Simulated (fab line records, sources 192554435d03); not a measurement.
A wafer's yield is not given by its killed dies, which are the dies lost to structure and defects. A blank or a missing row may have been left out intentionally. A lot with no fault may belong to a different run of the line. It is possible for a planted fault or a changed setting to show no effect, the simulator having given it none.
fab line records	flow n5_finfet
[record] lots = 5	wafers = 12	last_day = 19
route steps=1938 shown MOL_CONTACT_COAG@550 BEOL_M4@1111 PASSIVATION@1936
lots that met no fault: taken from a fault-free run of the same line
start_h: hours from the record's first day to the start of the lot's first wafer shown	wait_h: hours from the lot's prior step to this one	" identical to the entry in the row above	L1.1+2: one row covering several wafers at once	- value missing, or start not given	* or withheld: withheld	< > ~ a bound
route shown NAME@n: names a module that has steps shown in the file, with the first one's number in the route	usual: mean/standard deviation of fault-free wafers	same: alike in all rows	chamber/n: place in a boat	sites: the reading at each site	_std_site: standard deviation of those values	_edge_site: outer sites' mean less inner sites'	radius_mm: how far each site lies from the wafer's centre	mask NAME#n: copy n	behind: the most recent tool/chamber to have shaped the wafer	hold: what put the lot on hold/how long, in hours/how the hold closed	device: whichever transistor did not switch (one of n, p or np)	end of line: tests of these same wafers at the route's end	step lacking rows: just its recipe	killed: dies lost to structure and defects at the first sort, not the wafer's yield	map: a wafer's dies, marking killed ones x, the rest . and places with no die _
set.NAME: the run value of the setting; set.NAME@STEP: its run value at that earlier step	model.NAME: the simulator's own value behind a step, which no gauge read
certain route steps with their lots: each step a table, each wafer a row
services: a tool's chamber out of use, with start hour (start_h, from the record's first day; less than 0 if before it), hours out, and reason
[[steps]]
[step N5_MOL_CONTACT_COAG_PRE_CLEAN_142]
[recipe] gas = H2/He	time_s = 60	temp_c = 300
[step N5_MOL_CONTACT_COAG_SPUTTER_130]
[recipe] material = Co	target_thk_a = 475	temp_c = 25	chamber_pressure_pa = 0.5	power_w = 3000
[step N5_MOL_CONTACT_COAG_PRECLEAN_125]
[recipe] chemistry = DIW	time_s = 57.5	temp_c = 23
[step N5_MOL_CONTACT_COAG_SRD_126]
[recipe] dry_time_s = 32	dry = n2_spin	spin_rpm = 1500
[step N5_MOL_CONTACT_COAG_CMP_23]
[recipe] stop_on = SiO2	t_overpolish_s = 1.5	post_cmp_clean = cu_alkaline	down_force_psi = 2	platen_rpm = 50.289	pad_velocity_m_s = 1.0006	target_thk_nm = 0
[step N5_MOL_CONTACT_COAG_WET_ETCH_26]
[recipe] target = Co	target_depth_nm = 13
[step N5_MOL_CONTACT_COAG_WET_ETCH_116]
[recipe] chemistry = SC1-inhibited	target_depth_nm = 4.6	dry = ipa_marangoni	rinse_time_s = 30	rinse_temp_c = 23
[step N5_MOL_CONTACT_COAG_ALD_27]
[recipe] material = SiOC	target_thk_a = 170	temp_c = 400	ald_precursor_family = carbosiloxane	ald_co_reactant = H2-plasma	pulse_time_s = 1.5	time_s = 2720	purge_time_s = 2	co_reactant_purge_time_s = 2	ald_cycles = 340	pressure_torr = 2
[step N5_MOL_CONTACT_COAG_CMP_28]
[recipe] stop_on = SiNx	t_overpolish_s = 0.85	post_cmp_clean = alkaline_brush	down_force_psi = 4.15	platen_rpm = 51.8	pad_velocity_m_s = 1.0307	target_thk_nm = 14.522
[step N5_MOL_CONTACT_COAG_ALD_123]
[recipe] material = SiNx	target_thk_a = 50	temp_c = 400	ald_precursor_family = SiH2I2	ald_co_reactant = N2/H2-plasma	pulse_time_s = 1	purge_time_s = 2	co_reactant_purge_time_s = 2	ald_cycles = 100	pressure_torr = 2
[usual] ald_cycles = 100/0	chamber_pressure_Torr = 2.000/0.0045	heater_power_w = 875/80	precursor_pulse_height_rel = 0.999/0.02
lot.wafer	tool	chamber	start_h	wait_h	ald_cycles	chamber_pressure_Torr	heater_power_w	precursor_pulse_height_rel	model.SiNx_of_MOL_CONTACT_COAG_ALD_123.thk_nm
L887.2	ald_sin-02	3	122.48	0.3	100	2.003	848	0.985	5
L887.5	"	1	"	"	100	2.004	861	1.013	5
L887.6	"	2	"	"	100	1.989	823	1.038	5
L896.2	ald_sin-02	0	182.73	0.0	177	2.004	793	0.999	8.8
L896.3	"	3	"	"	100	1.996	887	1.002	5
L897.2	ald_sin-02	0	186.17	0.8	177	1.994	793	1.032	8.8
L897.5	"	2	"	"	100	2.004	839	0.981	5
L898.1	ald_sin-02	0	191.00	0.0	177	2.005	782	1.062	8.8
L898.5	"	2	"	"	100	1.990	840	0.997	5
L902.2	ald_sin-01	1	215.38	0.3	100	2.001	916	1.005	5
L902.3	"	3	"	"	100	1.995	855	0.994	5
L902.5	"	2	"	"	100	2.004	813	0.969	5
[step N5_MOL_CONTACT_COAG_PECVD_31]
[recipe] material = SiO2	target_thk_a = 460	temp_c = 400	precursor = TEOS/O2	pressure_torr = 6.5	rf_w = withheld	teos_flow_sccm = withheld	gas = O2	flow_sccm = 2650	time_s = 8.9
[step N5_MOL_CONTACT_COAG_COAT_75]
[recipe] resist = SOC	temp_c = 250	time_s = 60	spin_rpm = 1500	resist_thk_nm = 60
[step N5_MOL_CONTACT_COAG_COAT_76]
[recipe] resist = SiARC	temp_c = 220	time_s = 60	spin_rpm = 1500	resist_thk_nm = 10
[step N5_MOL_CONTACT_COAG_COAT_77]
[recipe] resist = underlayer	temp_c = 205	time_s = 60	spin_rpm = 1500	resist_thk_nm = 10
[step N5_MOL_CONTACT_COAG_COAT_78]
[recipe] resist = CAR-EUV	spin_rpm = 1500	resist_thk_nm = 40
[step N5_MOL_CONTACT_COAG_EBR_80]
[recipe] solvent = PGMEA	ebr_width_mm = 1.5
[step N5_MOL_CONTACT_COAG_SOFTBAKE_79]
[recipe] temp_c = 110	time_s = 60	resist = CAR-EUV
[step N5_MOL_CONTACT_COAG_EXPOSE_81]
[recipe] mask_id = VG	na = 0.33	source_shape = annular	sigma_inner = 0.3	sigma_outer = 0.7	polarization = unpolarized	defocus_nm = 0	dose_mj = 59.5
[step N5_MOL_CONTACT_COAG_PEB_82]
[recipe] peb_temp_c = 100	peb_time_s = 60	resist = CAR-EUV
[step N5_MOL_CONTACT_COAG_DEVELOP_83]
[recipe] develop_time_s = 30	developer = TMAH	resist = CAR-EUV	rinse_liquid = surfactant_rinse	dry = air_spin	dev_temp_c = 23
[step N5_MOL_CONTACT_COAG_DESCUM_88]
[recipe] chemistry = O2	time_s = 7	source_power_w = 50	bias_power_w = 20	pressure_mtorr = 20	rf_frequency_hz = 2.712e+07	temp_c = 40	resist = CAR-EUV	o2_flow_sccm = 225
[step N5_MOL_CONTACT_COAG_ETCH_89]
[recipe] chemistry = N2/H2	target = underlayer	target_depth_a = 130	mask_material = CAR-EUV	time_s = 10.4	ion_energy_ev = 200	pressure_mtorr = 30	source_w = 840	bias_w = 150	n2_flow_sccm = 200	h2_flow_sccm = 200	ends = cleared
[step N5_MOL_CONTACT_COAG_ETCH_90]
[recipe] chemistry = CF4	target = SiARC	target_depth_a = 130	mask_material = CAR-EUV	time_s = 21.7	ion_energy_ev = 80	pressure_mtorr = 40	source_w = 545	bias_w = 36	Ar_flow_sccm = 100	cf4_flow_sccm = 100	ends = cleared
[step N5_MOL_CONTACT_COAG_ALD_131]
[recipe] material = SiO2	target_thk_a = 50	temp_c = 100	ald_precursor_family = BDEAS	ald_co_reactant = O2-plasma	pulse_time_s = 1	co_reactant_pulse_time_s = 1	purge_time_s = 2	co_reactant_purge_time_s = 2	ald_cycles = 35	pressure_torr = 2
[step N5_MOL_CONTACT_COAG_ETCHBACK_132]
[recipe] chemistry = CHF3	target = SiO2	target_depth_a = 100	time_s = 6.7	ion_energy_ev = 200	pressure_mtorr = 30	source_w = 610	bias_w = 170	Ar_flow_sccm = 200	CHF3_flow_sccm = 50
[step N5_MOL_CONTACT_COAG_ETCH_91]
[recipe] chemistry = N2/H2	target = SOC	target_depth_a = 600	overetch_a = 210	mask_material = SiARC	temp_c = 40	time_s = 101.2	ion_energy_ev = 200	pressure_mtorr = 30	source_w = 840	bias_w = 150	n2_flow_sccm = 200	h2_flow_sccm = 200
[step N5_MOL_CONTACT_COAG_STRIP_92]
[recipe] chemistry = N2/H2	temp_c = 40	n2_flow_sccm = 200	h2_flow_sccm = 200	rf_frequency_hz = 6e+07
[step N5_MOL_CONTACT_COAG_STRIP_93]
[recipe] chemistry = N2/H2	temp_c = 40	n2_flow_sccm = 200	h2_flow_sccm = 200	rf_frequency_hz = 6e+07
[step N5_MOL_CONTACT_COAG_ETCHBACK_135]
[recipe] chemistry = CHF3	target = SiO2	target_depth_a = 250	time_s = 16.7	ion_energy_ev = 200	pressure_mtorr = 30	source_w = 610	bias_w = 170	Ar_flow_sccm = 200	CHF3_flow_sccm = 50
[step N5_MOL_CONTACT_COAG_STRIP_118]
[recipe] chemistry = CHF3	resist = SiARC	rf_frequency_hz = 6e+07
[step N5_MOL_CONTACT_COAG_VIA_ETCH_46]
[recipe] chemistry = C4F6/O2	target_depth_a = 460	overetch_a = 92	mask_material = SOC	target = SiO2	bias_w = 455	pressure_mtorr = 10	time_s = 40	source_w = 325	Ar_flow_sccm = 300	C4F6_flow_sccm = 10	O2_flow_sccm = 10	ion_energy_ev = 575.3	ends = end_point
[step N5_MOL_CONTACT_COAG_STRIP_96]
[recipe] chemistry = N2/H2	power_w = 500	temp_c = 40	pressure_mtorr = 50	rf_frequency_hz = 6e+07	overash_fraction = 0.3	bias_power_w = 28	h2_frac = 0.5	n2_flow_sccm = 300	h2_flow_sccm = 300
[step N5_MOL_CONTACT_COAG_ETCH_47]
[recipe] chemistry = CH3F/O2	target = SiNx	target_depth_a = 270	mask_material = SiO2	stop_on = W	over_etch_frac = 0.2	ion_energy_ev = 120	endpoint = OES-CN	pressure_mtorr = 30	source_w = 395	bias_w = 73	Ar_flow_sccm = 150	CH3F_flow_sccm = 30	O2_flow_sccm = 20	ends = end_point
[step N5_MOL_CONTACT_COAG_STRIP_119]
[recipe] chemistry = N2/H2	time_s = 30	power_w = 1000	temp_c = 250	pressure_mtorr = withheld	n2_flow_sccm = 1750	h2_flow_sccm = 3250
[step N5_MOL_CONTACT_COAG_PRECLEAN_144]
[recipe] chemistry = alkaline_clean	temp_c = 60	time_s = 60	do_ppb = 50
[step N5_MOL_CONTACT_COAG_SRD_145]
[recipe] dry = ipa_marangoni	time_s = 30	temp_c = 23	rinse_liquid = diw
[step N5_MOL_CONTACT_COAG_ETCH_124]
[recipe] chemistry = CH3F/O2	target = SiNx	target_depth_a = 65	mask_material = SOC	stop_on = SiOC	over_etch_frac = 0.3	ion_energy_ev = 120	pressure_mtorr = 30	source_w = 395	bias_w = 73	Ar_flow_sccm = 150	CH3F_flow_sccm = 30	O2_flow_sccm = 20	ends = end_point
[usual] O2_flow_sccm = 20.01/0.056	drypump_motor_current_A = 5.9/0.48	oes_f_703_au = 0.78/0.086	oes_product_au = 0.67/0.075	rf_fwd_power_W = 390.5/1.6	rf_vpp_V = 299/4.5	showerhead_plenum_p_Torr = 1.97/0.065	throttle_valve_pct = 16.34/0.27
lot.wafer	tool	chamber	start_h	wait_h	O2_flow_sccm	drypump_motor_current_A	oes_f_703_au	oes_product_au	rf_fwd_power_W	rf_hours_counter_h	rf_vpp_V	showerhead_plenum_p_Torr	throttle_valve_pct	model.etch.depth_nm
L887.2	rie_diel-04	3	125.52	0.0	19.99	5.2	0.70	0.61	390.2	215	309	1.90	16.22	5.009
L887.5	"	1	"	"	19.98	6.4	0.65	0.58	392.9	-	305	2.06	16.42	5.021
L887.6	"	3	"	"	20.02	5.2	0.69	0.61	390.4	-	307	1.90	16.24	4.999
L896.2	rie_diel-03	3	187.18	0.0	20.01	6.5	0.71	0.71	392.3	208	296	2.05	16.31	6.316
L896.3	"	2	"	"	20.05	5.3	0.77	0.66	393.0	123	302	1.93	16.04	4.981
L897.2	rie_diel-01	2	191.44	0.0	19.96	6.6	0.76	0.75	388.3	157	297	1.91	16.66	6.41
L897.5	"	3	"	"	20.05	5.9	0.91	0.78	393.0	-	297	1.96	15.88	5.024
L898.1	rie_diel-01	3	194.27	0.0	19.96	5.9	0.91	0.91	389.5	36	297	1.96	15.88	6.613
L898.5	"	0	"	"	20.00	6.4	0.72	0.61	389.5	-	291	2.07	16.65	4.959
L902.2	rie_diel-04	2	218.72	0.0	19.94	5.6	0.70	0.61	390.4	198	306	1.90	16.57	5
L902.3	"	1	"	"	20.00	6.4	0.86	0.77	389.5	16	306	2.05	15.95	4.978
L902.5	"	0	"	"	20.03	6.0	0.75	0.65	391.6	-	296	2.00	16.71	4.996
[step N5_BEOL_M4_RC_MEAS_101]
[usual] DIBL_N = 35.8/1.7	DIBL_P = 35.3/2	IOFF_N = 0.150/0.026	IOFF_P = 0.194/0.029	ION_N = 667/11	ION_P = 456/7.1	SS_N = 71.4/0.65	SS_P = 73.1/0.64	VT_N = 251/3	VT_P = -252/3.2
lot.wafer	tool	chamber	start_h	wait_h	DIBL_N[mV/V]	DIBL_P[mV/V]	IOFF_N[nA/um]	IOFF_P[nA/um]	ION_N[uA/um]	ION_P[uA/um]	SS_N[mV/dec]	SS_P[mV/dec]	VT_N[mV]	VT_P[mV]
L887.2	prober-02	0	244.41	0.2	37.8	36.6	0.176	0.210	681	463	71.4	73.4	250	-248
L887.5	"	0	"	"	37.0	35.5	0.159	0.197	662	454	71.0	72.3	248	-251
L887.6	"	0	"	"	37.0	36.2	0.160	0.199	673	455	72.0	73.4	251	-251
L896.3	prober-01	0	287.26	0.3	36.0	35.9	0.151	0.202	671	460	70.7	73.5	250	-251
L898.5	prober-02	0	314.33	0.6	38.3	38.8	0.194	0.245	684	465	71.8	74.2	247	-246
L897.5	prober-01	0	318.29	0.6	39.5	36.2	0.226	0.231	674	453	72.9	73.8	246	-248
L902.2	prober-01	0	335.98	0.2	36.6	34.0	0.167	0.213	659	461	72.4	72.8	251	-246
L902.3	"	0	"	"	36.7	35.4	0.170	0.237	670	461	72.0	73.1	248	-247
L902.5	"	0	"	"	36.9	34.7	0.158	0.221	659	455	72.4	73.7	252	-248
[step N5_PASSIVATION_PROBE_49]
[usual] defect_limited_yield = 91.5/1.4	killed_at_M0_to_M3 = 34/11	killed_at_M4_up = 15/6	killed_at_contacts = 11/5.9	killed_at_front_end = 37/11	killed_at_other = 3.6/2.9	killed_dies = 101/17	killed_on_rim = 13/4	killed_open = 66/12	killed_short = 33/7.8	sort_bin_5_function = 5.0/0.97	sort_bin_6_memory = 3.2/0.65	sort_n_pass = 1079/17	sort_yield_pct = 91.4/1.4
[same] gross_dies = 1180	killed_at_back_side = 0	sort_bin_4_leakage[%] = 0	sort_bin_8_speed[%] = 0
lot.wafer	tool	chamber	start_h	wait_h	defect_limited_yield[%]	killed_at_M0_to_M3	killed_at_M4_up	killed_at_contacts	killed_at_front_end	killed_at_other	killed_dies	killed_on_rim	killed_open	killed_short	sort_bin_5_function[%]	sort_bin_6_memory[%]	sort_n_pass	sort_yield_pct[%]
L887.2	prober-01	-	349.37	0.1	90.7	60	20	4	25	1	110	13	68	42	4.9	3.9	1070	90.7
L887.5	prober-01	-	349.52	0.2	91.4	46	16	10	30	0	102	12	63	35	5.5	3.1	1078	91.4
L887.6	prober-01	-	349.57	0.3	91.1	51	14	7	28	5	105	17	60	45	4.7	4.1	1075	91.1
L896.2	prober-01	-	392.42	0.1	0	17	16	1102	40	5	1180	152	55	32	97.1	2.7	0	0
L896.3	prober-01	-	392.47	0.1	91.4	35	20	3	40	3	101	10	62	39	5.6	2.7	1079	91.4
L898.1	prober-01	-	423.65	0.0	0	15	6	1124	34	1	1180	152	37	24	97.8	1.9	0	0
L898.5	prober-01	-	423.85	0.2	92.5	21	17	5	45	0	88	11	61	26	4.9	2.4	1092	92.5
L897.2	prober-02	-	427.58	0.1	0	15	8	1115	37	5	1180	152	54	23	97.5	2.4	0	0
L897.5	prober-02	-	427.73	0.2	90.6	26	11	23	44	7	111	16	78	33	5.3	3.8	1069	90.6
L902.2	prober-01	-	445.36	0.1	90.5	40	15	6	45	6	112	14	59	51	5.3	4.0	1068	90.5
L902.3	prober-01	-	445.41	0.1	91.6	32	14	11	34	8	99	8	58	37	5.4	2.7	1081	91.6
L902.5	prober-01	-	445.51	0.2	91.9	42	15	1	31	7	96	11	64	32	4.9	2.9	1084	91.9
// killed by level:class
L887.2 BEOL_M0_SAQP:geometric_particle:short=18 BEOL_M0_SAQP:geometric_particle:open=13 BEOL_M3:geometric_particle:open=12 BEOL_M4:geometric_particle:open=11 FIN_SAQP:geometric_particle:short=7 FIN_SAQP:geometric_particle:open=5 BEOL_M1:geometric_particle:open=5 BEOL_M2:geometric_particle:open=5
L887.5 BEOL_M0_SAQP:geometric_particle:short=15 STI_FIN_REVEAL:geometric_particle:open=10 BEOL_M3:geometric_particle:open=10 MOL_CONTACT_COAG:geometric_particle:open=7 FIN_SAQP:geometric_particle:short=6 BEOL_M0_SAQP:geometric_particle:open=6 BEOL_M2:geometric_particle:open=6 BEOL_M4:geometric_particle:open=6
L887.6 BEOL_M0_SAQP:geometric_particle:short=19 BEOL_M3:geometric_particle:open=13 BEOL_M0_SAQP:geometric_particle:open=10 MOL_CONTACT_COAG:geometric_particle:open=7 BEOL_M4:geometric_particle:open=6 STARTING-WAFER:geometric_particle:short=6 FIN_SAQP:geometric_particle:open=5 FIN_SAQP:geometric_particle:short=5
L896.2 MOL_CONTACT_COAG:area_etch=1093 STI_FIN_REVEAL:geometric_particle:open=8 BEOL_M4:geometric_particle:open=8 GATE_CUT:geometric_particle:short=7 MOL_CONTACT_COAG:geometric_particle:open=7 FIN_SAQP:geometric_particle:open=6 DUMMY_GATE:geometric_particle:open=4 GATE_CUT:geometric_particle:open=4
L896.3 BEOL_M0_SAQP:geometric_particle:short=11 STI_FIN_REVEAL:geometric_particle:open=8 BEOL_M0_SAQP:geometric_particle:open=7 FIN_SAQP:geometric_particle:short=6 FIN_SAQP:geometric_particle:open=6 BEOL_M1:geometric_particle:open=6 BEOL_M2:geometric_particle:open=5 BEOL_M4:geometric_particle:open=5
L898.1 MOL_CONTACT_COAG:area_etch=1118 STI_FIN_REVEAL:geometric_particle:open=8 GATE_CUT:geometric_particle:short=6 MOL_CONTACT_COAG:geometric_particle:open=6 BEOL_M2:geometric_particle:open=5 FIN_SAQP:geometric_particle:short=4 FIN_SAQP:geometric_particle:open=4 BEOL_M0_SAQP:geometric_particle:short=4
L898.5 STI_FIN_REVEAL:geometric_particle:open=16 BEOL_M4:geometric_particle:open=8 FIN_SAQP:geometric_particle:short=7 BEOL_M0_SAQP:geometric_particle:open=6 BEOL_M2:geometric_particle:open=6 DUMMY_GATE:geometric_particle:open=5 BEOL_M0_SAQP:geometric_particle:short=5 FIN_SAQP:geometric_particle:open=4
L897.2 MOL_CONTACT_COAG:area_etch=1102 FIN_SAQP:geometric_particle:open=11 MOL_CONTACT_COAG:geometric_particle:open=10 STI_FIN_REVEAL:geometric_particle:open=7 BEOL_M2:geometric_particle:open=6 FIN_SAQP:geometric_particle:short=5 MOL_CONTACT_COAG:geometric_particle:short=3 BEOL_M1:geometric_particle:open=3
L897.5 MOL_CONTACT_COAG:geometric_particle:open=22 STI_FIN_REVEAL:geometric_particle:open=10 FIN_SAQP:geometric_particle:open=9 STI_FIN_REVEAL:geometric_particle:short=6 FIN_SAQP:geometric_particle:short=5 BEOL_M1:geometric_particle:open=5 BEOL_M2:geometric_particle:open=5 STARTING-WAFER:geometric_particle:open=5
L902.2 BEOL_M0_SAQP:geometric_particle:short=15 FIN_SAQP:geometric_particle:short=9 BEOL_M3:geometric_particle:open=7 BEOL_M0_SAQP:geometric_particle:open=6 STI_FIN_REVEAL:geometric_particle:open=5 STARTING-WAFER:geometric_particle:open=5 FIN_SAQP:geometric_particle:open=4 GATE_CUT:geometric_particle:open=4
L902.3 BEOL_M0_SAQP:geometric_particle:short=10 MOL_CONTACT_COAG:geometric_particle:open=8 BEOL_M0_SAQP:geometric_particle:open=8 STI_FIN_REVEAL:geometric_particle:open=6 FIN_SAQP:geometric_particle:open=5 FIN_SAQP:geometric_particle:short=4 BEOL_M1:geometric_particle:open=4 BEOL_M2:geometric_particle:open=4
L902.5 BEOL_M2:geometric_particle:open=10 STI_FIN_REVEAL:geometric_particle:open=8 FIN_SAQP:geometric_particle:short=7 BEOL_M3:geometric_particle:short=6 FIN_SAQP:geometric_particle:open=5 BEOL_M0_SAQP:geometric_particle:short=5 BEOL_M0:geometric_particle:open=5 BEOL_M4:geometric_particle:open=5
// map L896.2 (x killed, . not)
_________________xxxxxxxxxxxx________________
______________xxxxxxxxxxxxxxxxxx_____________
___________xxxxxxxxxxxxxxxxxxxxxxxx__________
__________xxxxxxxxxxxxxxxxxxxxxxxxxx_________
________xxxxxxxxxxxxxxxxxxxxxxxxxxxxxx_______
_______xxxxxxxxxxxxxxxxxxxxxxxxxxxxxxxx______
______xxxxxxxxxxxxxxxxxxxxxxxxxxxxxxxxxx_____
_____xxxxxxxxxxxxxxxxxxxxxxxxxxxxxxxxxxxx____
____xxxxxxxxxxxxxxxxxxxxxxxxxxxxxxxxxxxxxx___
___xxxxxxxxxxxxxxxxxxxxxxxxxxxxxxxxxxxxxxxx__
___xxxxxxxxxxxxxxxxxxxxxxxxxxxxxxxxxxxxxxxx__
__xxxxxxxxxxxxxxxxxxxxxxxxxxxxxxxxxxxxxxxxxx_
__xxxxxxxxxxxxxxxxxxxxxxxxxxxxxxxxxxxxxxxxxx_
_xxxxxxxxxxxxxxxxxxxxxxxxxxxxxxxxxxxxxxxxxxxx
_xxxxxxxxxxxxxxxxxxxxxxxxxxxxxxxxxxxxxxxxxxxx
_xxxxxxxxxxxxxxxxxxxxxxxxxxxxxxxxxxxxxxxxxxxx
_xxxxxxxxxxxxxxxxxxxxxxxxxxxxxxxxxxxxxxxxxxxx
_xxxxxxxxxxxxxxxxxxxxxxxxxxxxxxxxxxxxxxxxxxxx
_xxxxxxxxxxxxxxxxxxxxxxxxxxxxxxxxxxxxxxxxxxxx
_xxxxxxxxxxxxxxxxxxxxxxxxxxxxxxxxxxxxxxxxxxxx
_xxxxxxxxxxxxxxxxxxxxxxxxxxxxxxxxxxxxxxxxxxxx
__xxxxxxxxxxxxxxxxxxxxxxxxxxxxxxxxxxxxxxxxxx_
__xxxxxxxxxxxxxxxxxxxxxxxxxxxxxxxxxxxxxxxxxx_
___xxxxxxxxxxxxxxxxxxxxxxxxxxxxxxxxxxxxxxxx__
___xxxxxxxxxxxxxxxxxxxxxxxxxxxxxxxxxxxxxxxx__
____xxxxxxxxxxxxxxxxxxxxxxxxxxxxxxxxxxxxxx___
_____xxxxxxxxxxxxxxxxxxxxxxxxxxxxxxxxxxxx____
______xxxxxxxxxxxxxxxxxxxxxxxxxxxxxxxxxx_____
_______xxxxxxxxxxxxxxxxxxxxxxxxxxxxxxxx______
________xxxxxxxxxxxxxxxxxxxxxxxxxxxxxx_______
__________xxxxxxxxxxxxxxxxxxxxxxxxxx_________
___________xxxxxxxxxxxxxxxxxxxxxxxx__________
______________xxxxxxxxxxxxxxxxxx_____________
_________________xxxxxxxxxxxx________________
// map L897.2 (x killed, . not)
_________________xxxxxxxxxxxx________________
______________xxxxxxxxxxxxxxxxxx_____________
___________xxxxxxxxxxxxxxxxxxxxxxxx__________
__________xxxxxxxxxxxxxxxxxxxxxxxxxx_________
________xxxxxxxxxxxxxxxxxxxxxxxxxxxxxx_______
_______xxxxxxxxxxxxxxxxxxxxxxxxxxxxxxxx______
______xxxxxxxxxxxxxxxxxxxxxxxxxxxxxxxxxx_____
_____xxxxxxxxxxxxxxxxxxxxxxxxxxxxxxxxxxxx____
____xxxxxxxxxxxxxxxxxxxxxxxxxxxxxxxxxxxxxx___
___xxxxxxxxxxxxxxxxxxxxxxxxxxxxxxxxxxxxxxxx__
___xxxxxxxxxxxxxxxxxxxxxxxxxxxxxxxxxxxxxxxx__
__xxxxxxxxxxxxxxxxxxxxxxxxxxxxxxxxxxxxxxxxxx_
__xxxxxxxxxxxxxxxxxxxxxxxxxxxxxxxxxxxxxxxxxx_
_xxxxxxxxxxxxxxxxxxxxxxxxxxxxxxxxxxxxxxxxxxxx
_xxxxxxxxxxxxxxxxxxxxxxxxxxxxxxxxxxxxxxxxxxxx
_xxxxxxxxxxxxxxxxxxxxxxxxxxxxxxxxxxxxxxxxxxxx
_xxxxxxxxxxxxxxxxxxxxxxxxxxxxxxxxxxxxxxxxxxxx
_xxxxxxxxxxxxxxxxxxxxxxxxxxxxxxxxxxxxxxxxxxxx
_xxxxxxxxxxxxxxxxxxxxxxxxxxxxxxxxxxxxxxxxxxxx
_xxxxxxxxxxxxxxxxxxxxxxxxxxxxxxxxxxxxxxxxxxxx
_xxxxxxxxxxxxxxxxxxxxxxxxxxxxxxxxxxxxxxxxxxxx
__xxxxxxxxxxxxxxxxxxxxxxxxxxxxxxxxxxxxxxxxxx_
__xxxxxxxxxxxxxxxxxxxxxxxxxxxxxxxxxxxxxxxxxx_
___xxxxxxxxxxxxxxxxxxxxxxxxxxxxxxxxxxxxxxxx__
___xxxxxxxxxxxxxxxxxxxxxxxxxxxxxxxxxxxxxxxx__
____xxxxxxxxxxxxxxxxxxxxxxxxxxxxxxxxxxxxxx___
_____xxxxxxxxxxxxxxxxxxxxxxxxxxxxxxxxxxxx____
______xxxxxxxxxxxxxxxxxxxxxxxxxxxxxxxxxx_____
_______xxxxxxxxxxxxxxxxxxxxxxxxxxxxxxxx______
________xxxxxxxxxxxxxxxxxxxxxxxxxxxxxx_______
__________xxxxxxxxxxxxxxxxxxxxxxxxxx_________
___________xxxxxxxxxxxxxxxxxxxxxxxx__________
______________xxxxxxxxxxxxxxxxxx_____________
_________________xxxxxxxxxxxx________________
[[services]]
tool	chamber	start_h	hours	kind
ald_sin-01	0	99.61	-	clean
ald_sin-01	1	99.61	-	clean
ald_sin-01	2	99.61	-	clean
ald_sin-01	3	99.61	-	clean
rie_diel-01	0	100.51	13.7	repair
rie_diel-04	2	110.41	45.9	repair
rie_diel-04	-	115.75	0.4	repair
rie_diel-04	1	156.64	-	clean
rie_diel-04	1	156.64	-	consumable_replace:focus_ring
rie_diel-04	1	156.64	21.8	scheduled_down
rie_diel-04	1	156.64	21.8	vent_cycle
rie_diel-04	0	159.67	9.2	repair
rie_diel-04	3	166.89	6.3	repair
rie_diel-03	1	182.04	-	clean
rie_diel-03	1	182.04	-	consumable_replace:focus_ring
rie_diel-03	1	182.04	21.0	scheduled_down
rie_diel-03	1	182.04	21.0	vent_cycle
ald_sin-01	-	183.32	0.7	repair
rie_diel-01	2	196.01	16.2	repair
rie_diel-04	3	217.41	-	clean
rie_diel-04	3	217.41	-	consumable_replace:focus_ring
rie_diel-04	3	217.41	-	consumable_replace:showerhead
rie_diel-04	3	217.41	30.8	scheduled_down
rie_diel-04	3	217.41	30.8	vent_cycle
[[key]]
[first_sign] step = N5_MOL_CONTACT_COAG_ALD_123	reading = ald_cycles	direction = up	sigmas = 99+	usual = *	struck = *
[effect] step = N5_PASSIVATION_PROBE_49	reading = killed_at_contacts	direction = up	sigmas = 99+	usual = 11	struck = 1114
[model_effect] step = N5_MOL_CONTACT_COAG_ALD_123	value = SiNx_of_MOL_CONTACT_COAG_ALD_123.thk_nm	without = 5	struck = 8.8
[model_effect] step = N5_MOL_CONTACT_COAG_ETCH_124	value = etch.depth_nm	without = 4.971	struck = 6.446
[more_kills_born_at] N5_MOL_CONTACT_COAG_ETCH_48@rie_diel-01 = 2220	N5_MOL_CONTACT_COAG_ETCH_48@rie_diel-03 = 1093
met_at N5_MOL_CONTACT_COAG_ALD_123
struck_wafers L896.2,L897.2,L898.1
later_rows_left_out L896.2,L897.2,L898.1
onset_between 122.48 182.73
[fault] kind = process_parameter_drift	tool = ald_sin-02	chamber = -	onset_h = 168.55	steps = N5_MOL_CONTACT_COAG_ALD_123	channel = ald_cycles	offset = *	shape = step	end_h = 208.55	scope = struck_wafers_only	acts_in = *	stated = *
// later_rows_left_out: the simulator's readings of these wafers behind a module that went badly wrong aren't trusted and aren't shown, but for the sort
